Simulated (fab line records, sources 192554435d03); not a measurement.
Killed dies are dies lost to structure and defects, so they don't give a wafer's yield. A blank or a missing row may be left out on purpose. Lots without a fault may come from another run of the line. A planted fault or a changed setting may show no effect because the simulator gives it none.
fab line records | flow n5_finfet
record lots=4 wafers=12 last_day=17
route steps=1938 shown BEOL_M4@1099 BEOL_M5@1112 BEOL_M7@1266 PASSIVATION@1936
lots that met no fault: from a run of the same line without faults
start_h: hours from the record's first day to the start of the lot's first wafer shown | wait_h: hours since the lot's step before | " the same as in the row above | L1.1+2: a row that stands for several wafers | - no value, or no start given | * or withheld: withheld | < > ~ a bound
route shown NAME@n: a module of which the file shows steps, and the number in the route of the first | usual: mean/standard deviation of fault-free wafers | same: alike in all rows | chamber/n: place in a boat | sites: the reading at each site | _std_site: their standard deviation | _edge_site: outer sites' mean less inner sites' | radius_mm: how far each site lies from the wafer's centre | mask NAME#n: copy n | behind: the tool/chamber that last shaped the wafer | hold: why the lot was held/for how many hours/how that ended | device: the transistor (n, p or np) that didn't switch | end of line: the same wafers' tests at the end of the route | a step without rows: its recipe alone | killed: dies lost to structure and defects at the first sort, not the wafer's yield | map: a wafer's dies, x killed, . not, _ none there
set.NAME: the setting as run; set.NAME@STEP: as run at that earlier step | model.NAME: the simulator's own value behind a step, which no gauge read
lots at some steps of the route; a table a step, a row a wafer
services: from which hour (start_h, from the record's first day; less than 0 if before it) a tool's chamber was out of use, for how many hours, and why
## steps
# step N5_BEOL_M4_ANNEAL_95
# recipe temp_c=400 time_s=240 ambient=vacuum
# step N5_BEOL_M4_SPUTTER_96
# recipe material=Cu target_thk_a=45 temp_c=-20 chamber_pressure_pa=0.07 power_w=withheld time_s=8.29
# step N5_BEOL_M4_ECD_50
# recipe material=Cu target_thk_a=3000
# step N5_BEOL_M4_ANNEAL_51
# recipe temp_c=225 time_s=90 ambient=N2
# step N5_BEOL_M4_CMP_52
# recipe stop_on=SiOC t_overpolish_s=6.8 down_force_psi=1 platen_rpm=50 clearing_platen_down_force_psi=1.5 clearing_platen_rpm=50 post_cmp_clean=cu_alkaline target_thk_nm=40 clearing_platen_pad_velocity_m_s=0.99484 pad_velocity_m_s=0.99484
# step N5_BEOL_M4_PRE_CLEAN_60
# recipe gas=NH3/H2 time_s=15 temp_c=* rf_power_w=300
# step N5_BEOL_M4_CO_CAP_55
# recipe material=Co target_thk_a=20 temp_c=200 precursor=CCTBA/H2 pressure_torr=30 time_s=102.1
# step N5_BEOL_M4_PRE_CLEAN_56
# recipe gas=NH3 time_s=15 temp_c=withheld rf_power_w=300
# step N5_BEOL_M4_DEP_57
# recipe material=SiCN target_thk_a=80 temp_c=withheld precursor=3MS/NH3 pressure_torr=3 rf_w=202 time_s=14
# step N5_BEOL_M4_RC_MEAS_101
# usual DIBL_N=37.1/1.9 DIBL_P=37.2/2.3 IOFF_N=0.18/0.04 IOFF_P=0.23/0.044 ION_N=682/11 ION_P=468/8.6 SS_N=71.9/0.68 SS_P=73.5/0.74 VT_N=248/3.4 VT_P=-248/3.4
# columns lot.wafer tool chamber start_h wait_h DIBL_N[mV/V] DIBL_P[mV/V] IOFF_N[nA/um] IOFF_P[nA/um] ION_N[uA/um] ION_P[uA/um] SS_N[mV/dec] SS_P[mV/dec] VT_N[mV] VT_P[mV]
L206.1 prober-01 0 260.88 0.0 39.6 40.9 0.23 0.28 690 469 72.6 74.0 248 -246
L206.2 " 0 " " 36.0 36.7 0.16 0.22 664 466 71.7 73.6 249 -249
L206.5 " 0 " " 39.2 41.2 0.23 0.29 698 475 71.9 74.6 244 -245
L207.2 prober-02 0 265.80 0.2 36.7 37.1 0.16 0.21 698 477 71.9 73.5 249 -251
L207.4 " 0 " " 36.0 35.5 0.14 0.19 677 462 71.0 73.0 251 -252
L207.6 " 0 " " 37.8 38.8 0.18 0.23 687 474 72.7 73.9 247 -250
L212.3 prober-01 0 295.12 0.3 34.1 35.1 0.15 0.22 681 469 71.5 73.1 248 -245
L212.4 " 0 " " 37.2 37.9 0.20 0.26 678 460 73.0 73.6 248 -246
L212.6 " 0 " " 35.9 37.0 0.18 0.25 687 474 71.4 73.4 249 -245
L213.1 prober-02 0 297.82 0.0 38.2 40.0 0.20 0.27 678 458 71.4 75.1 246 -247
L213.4 " 0 " " 36.9 36.7 0.16 0.21 668 457 71.6 72.9 252 -252
L213.5 " 0 " " 37.0 37.8 0.19 0.23 683 464 71.7 73.2 247 -249
# step N5_BEOL_M5_ILD_DEP_00
# recipe material=SiCOH_lowk target_thk_a=1406.4 temp_c=300 precursor=DEMS/porogen pressure_torr=5 rf_w=500 time_s=25.9
# step N5_BEOL_M5_CURE_79
# recipe temp_c=385 time_s=240 ambient=He/Ar material=SiCOH_lowk
# step N5_BEOL_M5_PECVD_70
# recipe material=SiO2 target_thk_a=160 temp_c=400 precursor=TEOS/O2 pressure_torr=5.5 rf_w=450 teos_flow_sccm=53.8 gas=O2 flow_sccm=3000 time_s=18
# step N5_BEOL_M5_HM_DEP_02
# recipe material=TiN target_thk_a=200 temp_c=25 chamber_pressure_pa=0.49996
# step N5_BEOL_M5_COAT_59
# recipe resist=SOC temp_c=250 time_s=60 spin_rpm=1500 resist_thk_nm=60
# step N5_BEOL_M5_COAT_60
# recipe resist=SiARC temp_c=220 time_s=60 spin_rpm=1500 resist_thk_nm=12
# step N5_BEOL_M5_COAT_71
# recipe resist=underlayer temp_c=205 time_s=60 spin_rpm=1500 resist_thk_nm=5
# step N5_BEOL_M5_COAT_05
# recipe resist=CAR-EUV spin_rpm=1500 resist_thk_nm=30
# step N5_BEOL_M5_EBR_07
# recipe solvent=PGMEA ebr_width_mm=1.5
# step N5_BEOL_M5_SOFTBAKE_06
# recipe temp_c=110 time_s=60 resist=CAR-EUV
# step N5_BEOL_M5_EXPOSE_08
# recipe mask_id=M5 na=0.33 source_shape=annular sigma_inner=0.4 sigma_outer=0.8 polarization=unpolarized target_cd_nm=28 dose_mj=35.75
# step N5_BEOL_M5_PEB_09
# recipe peb_temp_c=100 peb_time_s=60 resist=CAR-EUV
# step N5_BEOL_M5_DEVELOP_10
# recipe develop_time_s=30 developer=TMAH resist=CAR-EUV rinse_liquid=surfactant_rinse dry=air_spin dev_temp_c=23
# step N5_BEOL_M5_DESCUM_16
# recipe chemistry=O2 time_s=7 source_power_w=50 bias_power_w=20 pressure_mtorr=20 rf_frequency_hz=2.712e+07 temp_c=40 resist=CAR-EUV o2_flow_sccm=225
# step N5_BEOL_M5_ETCH_72
# recipe chemistry=N2/H2 target=underlayer target_depth_a=65 mask_material=CAR-EUV time_s=5.2 ion_energy_ev=200 pressure_mtorr=30 source_w=840 bias_w=150 n2_flow_sccm=200 h2_flow_sccm=200 ends=cleared
# step N5_BEOL_M5_ETCH_61
# recipe chemistry=CF4 target=SiARC target_depth_a=156 mask_material=CAR-EUV time_s=26 ion_energy_ev=80 pressure_mtorr=40 source_w=545 bias_w=36 Ar_flow_sccm=100 cf4_flow_sccm=100 ends=cleared
# step N5_BEOL_M5_ETCH_62
# recipe chemistry=N2/H2 target=SOC target_depth_a=750 overetch_a=150 mask_material=SiARC temp_c=40 time_s=112.5 ion_energy_ev=200 pressure_mtorr=30 source_w=840 bias_w=150 n2_flow_sccm=200 h2_flow_sccm=200
# step N5_BEOL_M5_STRIP_63
# recipe chemistry=N2/H2 temp_c=40 n2_flow_sccm=200 h2_flow_sccm=200 rf_frequency_hz=6e+07
# step N5_BEOL_M5_STRIP_73
# recipe chemistry=N2/H2 temp_c=40 n2_flow_sccm=200 h2_flow_sccm=200 rf_frequency_hz=6e+07
# step N5_BEOL_M5_STRIP_64
# recipe chemistry=CF4 resist=SiARC power_w=300 bias_power_w=75 pressure_mtorr=50 cf4_flow_sccm=150 rf_frequency_hz=6e+07
# step N5_BEOL_M5_HM_OPEN_17
# recipe chemistry=Cl2/BCl3 target_depth_a=200 overetch_a=60 target=TiN mask_material=SOC ion_energy_ev=150 pressure_mtorr=10 icp_w=1000 bias_w=126 Cl2_flow_sccm=53.25 bcl3_flow_sccm=21.75 Ar_flow_sccm=25
# step N5_BEOL_M5_STRIP_19
# recipe chemistry=O2 power_w=400 temp_c=40 pressure_mtorr=30 rf_frequency_hz=6e+07 bias_power_w=0 overash_fraction=0.2 o2_flow_sccm=225
# step N5_BEOL_M5_COAT_65
# recipe resist=SOC temp_c=250 time_s=60 spin_rpm=1500 resist_thk_nm=60
# step N5_BEOL_M5_COAT_66
# recipe resist=SiARC temp_c=220 time_s=60 spin_rpm=1500 resist_thk_nm=12
# step N5_BEOL_M7_PECVD_70
# recipe material=SiO2 target_thk_a=200 temp_c=400 precursor=TEOS/O2 pressure_torr=5.5 rf_w=450 teos_flow_sccm=53.8 gas=O2 flow_sccm=3000 time_s=22.7
# usual chamber_pressure_Torr=5.499/0.012 heater_power_outer_w=407/64 heater_power_w=709/81 showerhead_plenum_p_Torr=8.74/0.064 throttle_valve_pct=22.4/1.3
# columns lot.wafer tool chamber start_h wait_h chamber_pressure_Torr heater_power_outer_w heater_power_w showerhead_plenum_p_Torr throttle_valve_pct
L206.1 pecvd-01 0 283.49 0.0 - - - - -
L206.2 " 2 " " - - - - -
L206.5 " 2 " " - - - - -
L207.2 pecvd-03 1 285.51 0.0 - - - - -
L207.4 " 0 " " - - - - -
L207.6 " 1 " " - - - - -
L212.3 pecvd-01 2 316.13 0.0 5.502 400 687 8.71 22.0
L212.4 " 2 " " 5.505 408 697 8.71 22.2
L212.6 " 0 " " 5.496 527 860 8.74 21.7
L213.1 pecvd-01 0 321.50 0.0 5.496 492 798 8.71 22.2
L213.4 " 0 " " 5.492 497 785 8.74 21.9
L213.5 " 2 " " 5.495 385 651 8.70 22.3
# step N5_PASSIVATION_PROBE_49
# usual defect_limited_yield=91.5/1.4 killed_at_M0_to_M3=32/9.7 killed_at_M4_up=14/5.3 killed_at_contacts=11/6 killed_at_front_end=39/14 killed_at_other=3.3/2.7 killed_dies=100/17 killed_open=66/13 killed_short=32/7.4 sort_bin_5_function=4.9/0.9 sort_bin_6_memory=3.2/0.72 sort_n_pass=1080/17 sort_yield_pct=91.5/1.4
# same gross_dies=1180 killed_at_back_side=0 sort_bin_4_leakage[%]=0 sort_bin_8_speed[%]=0
# columns lot.wafer tool chamber start_h wait_h defect_limited_yield[%] killed_at_M0_to_M3 killed_at_M4_up killed_at_contacts killed_at_front_end killed_at_other killed_dies killed_open killed_short sort_bin_5_function[%] sort_bin_6_memory[%] sort_n_pass sort_yield_pct[%]
L206.1 prober-02 - 367.85 0.0 65.5 28 344 5 29 1 407 44 20 32.0 2.4 773 65.5
L206.2 prober-02 - 367.90 0.1 60.3 39 336 28 59 6 468 96 36 34.5 4.0 712 60.3
L206.5 prober-02 - 368.05 0.2 65.7 19 331 14 33 8 405 62 17 31.9 2.3 775 65.7
L207.2 prober-01 - 367.98 0.1 65.2 29 309 9 60 4 411 53 37 30.6 2.9 769 65.2
L207.4 prober-01 - 368.08 0.2 65.2 32 324 11 42 2 411 65 30 32.2 2.6 769 65.2
L207.6 prober-01 - 368.18 0.3 61.0 44 343 5 67 1 460 60 55 33.7 4.1 720 61.0
# killed by level:class
L206.1 BEOL_M7:area_pecvd=341 BEOL_M2:geometric_particle:open=9 GATE_CUT:geometric_particle:open=5 MOL_CONTACT_COAG:geometric_particle:open=5 BEOL_M0_SAQP:geometric_particle:short=5 BEOL_M3:geometric_particle:open=5 FIN_SAQP:geometric_particle:short=4 GATE_CUT:geometric_particle:short=4
L206.2 BEOL_M7:area_pecvd=327 MOL_CONTACT_COAG:geometric_particle:open=24 FIN_SAQP:geometric_particle:open=17 STI_FIN_REVEAL:geometric_particle:open=10 BEOL_M3:geometric_particle:open=9 HKMG_FIN:area_etch=9 BEOL_M0_SAQP:geometric_particle:short=7 BEOL_M0_SAQP:geometric_particle:open=6
L207.2 BEOL_M7:area_pecvd=306 FIN_SAQP:geometric_particle:short=14 HKMG_FIN:area_etch=11 FIN_SAQP:geometric_particle:open=8 MOL_CONTACT_COAG:geometric_particle:open=8 BEOL_M0_SAQP:geometric_particle:short=8 BEOL_M0_SAQP:geometric_particle:open=8 DUMMY_GATE:geometric_particle:open=7
L206.5 BEOL_M7:area_pecvd=324 MOL_CONTACT_COAG:geometric_particle:open=13 DUMMY_GATE:geometric_particle:open=9 FIN_SAQP:geometric_particle:open=6 BEOL_M0:geometric_particle:open=6 STI_FIN_REVEAL:geometric_particle:open=5 PASS1_DEP:geometric_particle:open=5 BEOL_M4:geometric_particle:open=3
L207.4 BEOL_M7:area_pecvd=314 STI_FIN_REVEAL:geometric_particle:open=13 MOL_CONTACT_COAG:geometric_particle:open=8 BEOL_M0_SAQP:geometric_particle:open=7 FIN_SAQP:geometric_particle:open=6 BEOL_M2:geometric_particle:open=6 BEOL_M0_SAQP:geometric_particle:short=5 FIN_SAQP:geometric_particle:short=3
L207.6 BEOL_M7:area_pecvd=333 FIN_SAQP:geometric_particle:short=20 BEOL_M0_SAQP:geometric_particle:open=17 STI_FIN_REVEAL:geometric_particle:open=13 BEOL_M0_SAQP:geometric_particle:short=11 HKMG_FIN:area_etch=10 FIN_SAQP:geometric_particle:open=8 BEOL_M1:geometric_particle:open=4
# map L206.2 (x killed, . not)
_________________............________________
______________.........x.x.x...x_____________
___________.....xx.x.xx......xx....__________
__________......x......xx.x.xx...x.._________
________..x....x.x.....xxxxxxxx.x....._______
_______....xx....x.x..xx...x.x.x.x.xxx.______
______.......x.....x.xx....x.xxx....xx.._____
_____..x...xx..x..xxxxxxx.xx.xx..xx.xx...____
____....x.xx.....x.x.xx.x.xx.xx.xxx.xxxxx.___
___x...x..xxxx.x..xx.x.xxxxxx.x.x..xxx..x..__
___....x.......xxxxxxxx.xx.xx.x.....x...x..__
__........x...xxx.x.xxxx.xxx.xx.x...x.xxxxxx_
__x..x.x...x..xxxxxxxxxx.x.xxxxxx.x.x.x.x..x_
_....x....xx...x..xxxxxx.xxx.xxx.xxxxxx......
_..............xx....xxxxxxxxxx..xx...xx.....
_.xx.......x..x.x..xxxxxxxxxxxxxxxxx.x.x.....
_..x.x..x...x.x..x.xxxx.xxxxxxxx....xxx......
_....x..x.x.x..xx...x.xxxxxxx.xxxx.xx...xxx.x
_.....x...x.xxxxxxxx.xxxxxx..xxxx.xx.xxx.x...
_...x...x.xxx...xxxxx.xx.xx.xxx...x.x.xxxx...
_........x..x.xx.x...x.xx.x.xxxx..x.x........
__......x.....xxxxx..xxxxxxxx.x..x.xx.xxx..._
__.............xx.x.x.x..xx.xx.....xx......._
___.x..x........xxxx.x.xxx.xx..xxxx..x...x.__
___..x.xx......x..xxxx.....x...xxx........x__
____x............xxx..x.xxx.xxx.x.x.x.....___
_____..............x..x.x.x..x.x..xxx....____
______...............x...xxx.xx...xx..x._____
_______........x...x.......x.....x.x...______
________x...xx...........x..x....x...._______
__________..........x.......x.xxxx.._________
___________..x..........x..x......x__________
______________....xx.......x...._____________
_________________............________________
# map L207.6 (x killed, . not)
_________________.x.x........________________
______________...x...x....x....._____________
___________............x.xxx....xx.__________
__________..x...x..xxx.x.......x...._________
________...................x.........x_______
_______.....x.....x...x..x.x.xx...x....______
______.......xx.x...xx..x.xx.xx........._____
_____....x..x...xxxx....x.xx.x...x.xx..x.____
____..x...x....xx.xx....xxxxx...x........x___
___...x....xxx....xxx..xxxx...x.xxx.x......__
___.x...x..xx.x.xx.x..xxxxxxxxxxx....x.xx..__
__......x.x......xxx.xxxx.x.x.xx.........x.x_
__.x..x..xx....x.xxxxxxxxxxxx..xxxxx.x.x.x.._
_......x.....xx..xxxxxxxx.xx.xx.x.xxx.x......
_......x.x..xx.xx.x.xxx.xxxx....xxx.x.....x..
_.........x..xx..xxxxxxxxxxxxx.xx.xxx..x.....
_..x..x...xx.xxxxxxxxxxxxxxxxxx.x...xx...x..x
_x.........xx..xxx..xxxxx.x.xxxx..xxxx....x..
_...x....x.xxxxxxxxxx.xxx.xxxxxxx.x.x.x......
_x.x.x..x.x.xxx.xx.xxx.xxxxxxxx.xxxxx......x.
_.....xxxx...xxxxxxxx.xxx.x.xxxxxxx.x...x....
__...x....x....xxx.xxxxxxx.xxxx.x.xxx.x....._
__....x......x.x..xxxxxxxxx.x...xxx.x...x..._
___..x..x....x..xx.xxxx.x.xx..x....x......x__
___...x..x.xx.x.x..x.xxxx.x.x.xx...x.....x.__
____....x...x......xxxx.xxxxxxx..xx..xx...___
_____.x.......x....x..x.x.....x..x.x....x____
______.x............x.............xx..x._____
_______......x.x..xx.x...x......x...x..______
________......x...xx....x.......xx..x._______
__________........x.......x.x..x...._________
___________......xx............x...__________
______________........x...xx...x_____________
_________________.....x..xx..________________
## services
# columns tool chamber start_h hours kind
pecvd-03 - 291.16 6.0 pm
pecvd-01 0 297.92 5.5 scheduled_down
pecvd-03 0 297.99 2.1 scheduled_down
## key
first_sign step=N5_BEOL_M7_PECVD_70 reading=tool_record direction=missing
effect step=N5_PASSIVATION_PROBE_49 reading=killed_at_M4_up direction=up sigmas=60 usual=14 struck=331
more_kills_born_at N5_BEOL_M7_PECVD_70@pecvd-01=992 N5_BEOL_M7_PECVD_70@pecvd-03=953
met_at N5_BEOL_M7_PECVD_70
struck_wafers L206.1,L206.2,L206.5,L207.2,L207.4,L207.6
fault kind=skipped_step_whole tool=pecvd-01,pecvd-03 chamber=- onset_h=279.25 steps=N5_BEOL_M7_PECVD_70 scope=struck_lots_only
